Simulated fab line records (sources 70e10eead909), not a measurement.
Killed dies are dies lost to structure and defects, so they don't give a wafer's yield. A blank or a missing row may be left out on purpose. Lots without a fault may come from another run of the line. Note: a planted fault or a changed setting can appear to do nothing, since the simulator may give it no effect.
fab line records	flow nand_harc
record: lots: 12	wafers: 36	last_day: 33
route steps=1302 shown A_WL_FILL@956 HYBRID_BOND@1242 THIN_TSV@1261 END@1302
lots that met no fault: from a run of the same line without faults
start_h: start of the lot's first displayed wafer, in hours after the record's first day	wait_h: time in hours since the lot's previous step	" repeats the value in the row above	L1.1+2: several wafers, shown together as one row	- no value present, or no start provided	* or withheld: withheld	< > ~ a bound
route shown NAME@n: names a module that has steps shown in the file, with the first one's number in the route	usual: average and standard deviation across the fault-free wafers	same: alike in all rows	chamber/n: place in a boat	sites: each site's reading	_std_site: the standard deviation of these	_edge_site: outer sites' mean less inner sites'	radius_mm: for every site, how far away it sits from the centre of the wafer	mask NAME#n: copy n	behind: the most recent tool/chamber to have shaped the wafer	hold: the reason the lot was held/the length of the hold in hours/how it ended	device: the n, p or np transistor that did not switch	end of line: tests run on the same wafers once the route is complete	a step with no rows: only its recipe	killed: not the wafer's yield, but the dies lost to structure and defects at the first sort	map: per-die view of a wafer (x killed, . not killed, _ where there is no die)
set.NAME: the setting that was run; set.NAME@STEP: the one run at that earlier step	model.NAME: the simulator's own value behind a step, which no gauge read
route steps across a sampled set of lots; one table per step, one row per wafer
services: from which hour (start_h, from the record's first day; less than 0 if before it) a tool's chamber was out of use, for how many hours, and why
== steps ==
step: NHARC_A_WL_FILL_CVD_03
recipe: target_thk_a: 400	temp_c: 300	pressure_torr: 40	wf6_flow_sccm: 40	h2_flow_sccm: 1600	ar_flow_sccm: 1560	time_s: 279	material: W
usual: heater_power_w: 429/24	throttle_valve_pct: 7.84/0.2
lot.wafer	tool	chamber	start_h	wait_h	heater_power_w	throttle_valve_pct
L618.2	cvd_w-02	1	466.45	0.1	379	7.58
L618.4	"	1	"	"	408	7.64
L618.6	"	0	"	"	460	7.64
L617.1	cvd_w-01	0	477.27	0.1	432	7.79
L617.3	"	0	"	"	425	7.57
L617.6	"	1	"	"	424	8.05
L620.1	cvd_w-02	0	497.72	0.1	462	7.90
L620.6	"	1	"	"	402	7.80
L620.5	"	0	"	"	454	7.75
L621.1	cvd_w-02	1	498.03	0.2	405	7.96
L621.3	"	1	"	"	401	7.70
L621.5	"	1	"	"	390	7.72
L630.1	cvd_w-02	1	591.21	0.1	402	7.27
L630.5	"	0	"	"	459	7.89
L630.6	"	1	"	"	391	7.71
L632.2	cvd_w-01	1	601.83	0.1	426	8.02
L632.4	"	1	"	"	437	7.71
L632.5	"	1	"	"	442	7.65
L631.1	cvd_w-02	1	605.41	0.1	392	7.76
L631.3	"	1	"	"	396	7.70
L631.4	"	0	"	"	462	7.76
L634.1	cvd_w-01	1	635.28	0.1	415	8.18
L634.4	"	1	"	"	437	8.05
L634.5	"	0	"	"	443	7.99
L633.2	cvd_w-01	1	643.73	0.2	425	8.04
L633.3	"	1	"	"	426	8.19
L633.6	"	1	"	"	432	8.01
L637.2	cvd_w-01	1	665.76	0.1	434	8.14
L637.3	"	1	"	"	441	8.02
L637.5	"	1	"	"	431	8.03
L638.3	cvd_w-02	0	683.99	0.2	446	7.99
L638.4	"	1	"	"	383	7.49
L638.5	"	0	"	"	454	8.19
L640.2	cvd_w-01	0	699.53	0.1	443	7.87
L640.3	"	1	"	"	431	8.39
L640.5	"	0	"	"	437	7.95
step: NHARC_HYBRID_BOND_OVL_MEAS_05
usual: overlay_x_nm: 4/32	overlay_y_nm: 1/34
lot.wafer	tool	chamber	start_h	wait_h	overlay_x_nm	overlay_y_nm
L618.2	overlay-02	-	541.81	0.4	-14	-46
L618.4	"	-	"	"	37	-25
L618.6	"	-	"	"	-66	-12
L617.1	overlay-02	-	554.58	0.4	-22	-2
L617.3	"	-	"	"	-10	8
L617.6	"	-	"	"	-4	-64
L621.1	overlay-02	-	569.86	0.4	34	18
L621.3	"	-	"	"	56	-28
L621.5	"	-	"	"	43	16
L620.1	overlay-01	-	569.88	0.4	20	-5
L620.5	"	-	"	"	30	42
L620.6	"	-	"	"	21	-7
L630.5	overlay-02	-	669.84	0.4	-31	-7
L630.6	"	-	"	"	49	-50
L632.2	overlay-01	-	682.74	0.4	13	22
L632.4	"	-	"	"	39	-11
L632.5	"	-	"	"	-57	-39
L631.4	overlay-02	-	682.75	0.4	-28	55
L634.1	overlay-02	-	719.82	0.4	-48	1
L634.4	"	-	"	"	44	1
L634.5	"	-	"	"	0	34
L633.2	overlay-01	-	719.84	0.4	-44	30
L633.3	"	-	"	"	-5	67
L633.6	"	-	"	"	-2	-23
L637.2	overlay-02	-	743.92	0.4	16	11
L637.3	"	-	"	"	36	-12
L637.5	"	-	"	"	-20	7
L638.3	overlay-02	-	761.26	0.4	14	41
L638.4	"	-	"	"	35	-39
L638.5	"	-	"	"	7	41
L640.2	overlay-01	-	779.58	0.4	-17	61
L640.3	"	-	"	"	27	1
L640.5	"	-	"	"	-7	-18
step: NHARC_THIN_TSV_DESCUM_14
recipe: time_s: 3	o2_flow_sccm: 200	ar_flow_sccm: 0	bias_power_w: 0	chemistry: O2
usual: drypump_motor_current_A: 5.72/0.29	oes_product_au: 0.995/0.015	rf_vpp_V: 57.8/0.88	showerhead_plenum_p_Torr: 1.92/0.074	throttle_valve_pct: 11.311/0.0095
lot.wafer	tool	chamber	start_h	wait_h	drypump_motor_current_A	oes_product_au	rf_hours_counter_h	rf_vpp_V	showerhead_plenum_p_Torr	throttle_valve_pct
L618.4	rie_diel-08	3	544.70	-	5.56	0.991	10.4	58.5	1.83	11.299
L618.2	"	0	"	"	5.51	1.022	9.8	57.5	1.87	11.283
L618.6	"	0	"	"	5.51	1.026	-	57.3	1.87	11.314
L617.1	rie_diel-06	0	558.57	-	5.54	0.970	4.3	57.0	1.97	11.307
L617.3	"	2	"	"	5.78	0.982	3.6	58.0	1.84	11.318
L617.6	"	1	"	"	6.71	0.985	-	57.1	1.95	11.312
L621.1	rie_diel-08	0	572.64	-	5.52	1.008	1.0	57.1	1.87	11.320
L621.3	"	1	"	"	5.65	1.000	0.9	56.5	1.84	11.291
L621.5	"	0	"	"	5.51	1.015	-	55.8	1.87	11.313
L620.1	rie_diel-01	3	573.81	-	6.01	1.000	0.1	58.0	2.04	11.322
L620.6	"	2	"	"	5.56	0.979	-	58.2	1.90	11.302
L620.5	"	3	"	"	6.02	1.000	-	59.5	2.04	11.326
L630.6	rie_diel-01	0	673.97	-	6.00	0.972	-	57.7	1.89	11.323
L630.5	"	1	"	"	5.35	1.022	-	56.7	1.95	11.311
L632.4	rie_diel-06	3	685.62	-	6.02	1.019	0.3	56.0	1.99	11.327
L632.2	"	0	"	"	5.55	0.991	0.3	59.3	1.97	11.312
L632.5	"	3	"	"	5.99	1.022	-	58.3	1.99	11.309
L631.4	rie_diel-08	0	686.69	-	5.52	1.009	6.5	57.5	1.87	11.311
L634.1	rie_diel-06	3	722.61	-	5.99	1.017	2.9	57.7	1.99	11.310
L634.4	"	0	"	"	5.56	0.989	3.0	59.1	1.97	11.315
L634.5	"	2	"	"	5.78	1.007	-	57.8	1.84	11.310
L633.2	rie_diel-01	3	724.06	-	6.01	0.987	6.2	59.0	2.04	11.305
L633.3	"	0	"	"	5.99	0.989	6.5	57.1	1.89	11.312
L633.6	"	2	"	"	5.59	0.973	-	57.3	1.89	11.320
L637.3	rie_diel-01	2	746.70	-	5.56	0.980	0.1	57.4	1.89	11.339
L637.2	"	1	"	"	5.37	1.007	0.1	59.2	1.95	11.301
L637.5	"	3	"	"	6.00	0.987	-	59.1	2.04	11.318
L638.3	rie_diel-08	0	765.22	-	5.51	0.986	2.0	58.3	1.87	11.293
L638.4	"	2	"	"	5.78	0.990	2.4	60.3	2.05	11.321
L638.5	"	3	"	"	5.58	0.988	-	56.4	1.83	11.293
L640.2	rie_diel-08	0	782.50	-	5.54	0.994	3.3	57.0	1.87	11.311
L640.3	"	3	"	"	5.56	0.993	3.5	57.6	1.83	11.306
L640.5	"	1	"	"	5.66	1.003	-	56.4	1.83	11.306
step: NHARC_THIN_TSV_DESCUM_35
recipe: time_s: 3	o2_flow_sccm: 200	ar_flow_sccm: 0	bias_power_w: 0	chemistry: O2
usual: drypump_motor_current_A: 5.8/0.36	oes_product_au: 0.994/0.014	rf_vpp_V: 57.8/0.93	showerhead_plenum_p_Torr: 1.93/0.073	throttle_valve_pct: 11.311/0.0082
lot.wafer	tool	chamber	start_h	wait_h	drypump_motor_current_A	oes_product_au	rf_hours_counter_h	rf_vpp_V	showerhead_plenum_p_Torr	throttle_valve_pct
L618.2	rie_diel-06	0	550.47	-	5.5	0.966	4.2	58.0	1.97	11.302
L618.4	"	1	"	"	6.7	1.001	4.3	57.4	1.95	11.309
L618.6	"	0	"	"	5.5	0.971	-	57.6	1.97	11.316
L617.3	rie_diel-08	2	564.37	-	5.8	0.980	0.7	57.7	2.06	11.315
L617.1	"	3	"	"	5.6	1.012	0.9	58.1	1.83	11.309
L617.6	"	0	"	"	5.5	1.031	-	58.0	1.87	11.309
L621.1	rie_diel-01	0	578.53	-	6.0	0.985	1.0	58.3	1.89	11.306
L621.3	"	2	"	"	5.6	0.981	0.6	57.4	1.89	11.322
L621.5	"	3	"	"	6.0	0.993	-	58.5	2.04	11.304
L620.1	rie_diel-06	3	580.02	-	6.0	1.021	4.9	58.3	1.99	11.299
L620.6	"	3	"	"	6.0	1.012	-	57.7	1.99	11.306
L620.5	"	0	"	"	5.5	0.981	-	58.7	1.97	11.319
L630.6	rie_diel-01	3	679.88	-	6.0	1.001	-	57.8	2.04	11.325
L630.5	"	0	"	"	6.0	0.985	-	57.5	1.89	11.310
L632.2	rie_diel-08	0	691.57	-	5.5	1.007	7.1	57.9	1.87	11.307
L632.4	"	2	"	"	5.8	0.994	7.8	58.4	2.06	11.313
L632.5	"	1	"	"	5.6	1.008	-	57.7	1.83	11.304
L631.4	rie_diel-01	2	692.83	-	5.6	0.982	5.6	57.2	1.89	11.310
L634.4	rie_diel-01	3	728.39	-	6.0	0.991	7.1	58.1	2.04	11.298
L634.1	"	1	"	"	5.4	0.998	7.0	58.0	1.95	11.327
L634.5	"	0	"	"	6.0	0.975	-	56.8	1.89	11.310
L633.3	rie_diel-01	3	729.81	-	6.0	0.997	7.1	59.0	2.04	11.296
L633.2	"	0	"	"	6.0	0.985	7.3	57.3	1.89	11.315
L633.6	"	3	"	"	6.0	0.989	-	58.2	2.04	11.311
L637.3	rie_diel-01	0	752.60	-	6.0	0.995	0.8	58.5	1.89	11.309
L637.2	"	1	"	"	5.4	0.999	0.6	57.9	1.95	11.315
L637.5	"	3	"	"	6.0	0.992	-	58.0	2.04	11.313
L638.4	rie_diel-06	0	771.09	-	5.5	0.988	5.1	58.0	1.97	11.318
L638.3	"	3	"	"	6.0	1.024	4.7	58.6	1.98	11.321
L638.5	"	1	"	"	6.7	0.979	-	58.7	1.94	11.303
L640.2	rie_diel-08	0	789.12	-	5.5	0.980	4.2	57.6	1.87	11.304
L640.3	"	1	"	"	5.6	1.013	3.7	55.3	1.83	11.315
L640.5	"	0	"	"	5.5	0.989	-	57.6	1.87	11.303
step: NHARC_END_SORT_01
recipe: temp_c: 25
usual: killed_at_array: 59/20	killed_at_other: 0.8/1.1	killed_at_periphery: 5/3.1	killed_dies: 64/21	killed_open: 3.4/1.9	killed_short: 2.3/1.7
same: gross_dies: 677
lot.wafer	tool	chamber	start_h	wait_h	killed_at_array	killed_at_other	killed_at_periphery	killed_dies	killed_open	killed_short
L630.1	prober-01	0	689.54	2.5	664	0	2	666	1	2
L630.5	prober-01	0	692.75	3.7	72	0	13	85	2	6
L630.6	prober-01	0	693.55	4.0	72	0	9	81	3	3
L631.1	prober-01	0	700.49	2.5	658	0	6	664	8	3
L631.3	prober-01	0	702.10	3.1	650	1	4	655	4	1
L631.4	prober-01	0	702.90	3.4	89	1	6	96	2	3
killed by level:class
L630.1 A_WL_FILL:area_cvd=605 A_SLIT:chamber_film_flake=20 A_CHANNEL_HOLE_D2:chamber_film_flake=19 A_CHANNEL_HOLE_D1:chamber_film_flake=4 A_CONTACT:chamber_film_flake=4 A_WL_FILL:geometric_particle:short=2 P_CONTACT:chamber_film_flake=2 A_STAIRCASE:chamber_film_flake=2
L630.5 A_SLIT:chamber_film_flake=26 A_CHANNEL_HOLE_D2:chamber_film_flake=20 P_CONTACT:chamber_film_flake=7 A_CHANNEL_HOLE_D1:chamber_film_flake=7 A_SGD_CUT:chamber_film_flake=6 P_BONDPAD:chamber_film_flake=4 A_CHANNEL_FILL_D1:geometric_particle:short=2 A_STAIRCASE:chamber_film_flake=2
L630.6 A_SLIT:chamber_film_flake=39 A_CHANNEL_HOLE_D2:chamber_film_flake=13 A_CHANNEL_HOLE_D1:chamber_film_flake=6 P_CONTACT:chamber_film_flake=4 A_SGD_CUT:chamber_film_flake=3 P_BONDPAD:chamber_film_flake=2 P_GATE:chamber_film_flake=2 A_STAIRCASE:chamber_film_flake=2
L631.1 A_WL_FILL:area_cvd=555 A_CHANNEL_HOLE_D1:chamber_film_flake=32 A_CHANNEL_HOLE_D2:chamber_film_flake=30 A_SLIT:chamber_film_flake=17 A_CONTACT:chamber_film_flake=8 A_STAIRCASE:chamber_film_flake=4 A_SGD_CUT:chamber_film_flake=3 P_M0:geometric_particle:open=2
L631.3 A_WL_FILL:area_cvd=566 A_CHANNEL_HOLE_D1:chamber_film_flake=27 A_SLIT:chamber_film_flake=24 A_CHANNEL_HOLE_D2:chamber_film_flake=15 A_CONTACT:chamber_film_flake=7 A_SGD_CUT:chamber_film_flake=3 A_STAIRCASE:chamber_film_flake=3 A_M0:geometric_particle:open=2
L631.4 A_CHANNEL_HOLE_D1:chamber_film_flake=30 A_SLIT:chamber_film_flake=25 A_CHANNEL_HOLE_D2:chamber_film_flake=20 A_CONTACT:chamber_film_flake=4 P_BONDPAD:chamber_film_flake=3 A_STAIRCASE:chamber_film_flake=3 P_GATE:chamber_film_flake=2 P_M2:geometric_particle:open=1
== services ==
tool	chamber	start_h	hours	kind
cvd_w-02	-	450.00	13.0	pm
rie_diel-08	1	450.58	12.8	repair
cvd_w-01	0	482.15	2.2	repair
rie_diel-06	-	484.20	9.0	pm
rie_diel-08	-	545.12	9.0	pm
cvd_w-01	-	547.35	13.0	pm
rie_diel-01	-	557.93	9.0	pm
rie_diel-01	1	586.07	6.8	repair
cvd_w-01	1	598.34	3.2	repair
rie_diel-01	3	616.09	7.3	repair
cvd_w-01	0	617.45	10.2	repair
cvd_w-02	-	631.00	13.0	pm
rie_diel-08	2	643.10	1.5	repair
rie_diel-06	2	660.39	10.5	repair
rie_diel-06	-	661.20	9.0	pm
cvd_w-01	1	667.26	11.1	repair
cvd_w-01	0	669.90	7.6	repair
rie_diel-01	2	690.26	2.0	repair
cvd_w-02	0	692.28	4.1	repair
rie_diel-08	-	722.12	9.0	pm
cvd_w-01	-	728.35	13.0	pm
rie_diel-01	-	734.93	9.0	pm
rie_diel-08	1	770.50	6.1	repair
rie_diel-01	3	787.98	3.4	repair
== key ==
first_sign: step: NHARC_END_SORT_01	reading: killed_at_array	direction: up	sigmas: 31	usual: 59	struck: 657
effect: step: NHARC_END_SORT_01	reading: killed_dies	direction: up	sigmas: 29	usual: 64	struck: 662
more_kills_born_at: NHARC_A_WL_FILL_CVD_03@cvd_w-02: 1726
met_at NHARC_A_WL_FILL_CVD_03
struck_lots L630,L631
struck_wafers L630.1,L631.1,L631.3
later_rows_left_out L630.1,L631.1,L631.3
tester_left_out L630,L631
not_acting_at NHARC_HYBRID_BOND_OVL_MEAS_05,NHARC_THIN_TSV_DESCUM_14,NHARC_THIN_TSV_DESCUM_35
onset_between 498.03 591.21
fault: kind: process_parameter_drift	tool: cvd_w-02	chamber: -	onset_h: 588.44	steps: NHARC_A_WL_FILL_CVD_03	channel: target_thk_a	offset: *	shape: step	end_h: 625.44	scope: struck_wafers_only	acts_in: *	stated: *
tester_left_out: of these lots the tester's yield and bins aren't shown, on N5 and GAA mostly nor the transistor test; their killed dies are dies lost to structure and defects alone, not to doping, threshold or leakage, so they don't give the yield
later_rows_left_out: the simulator's readings of these wafers behind a module that went badly wrong aren't trusted and aren't shown, but for the sort
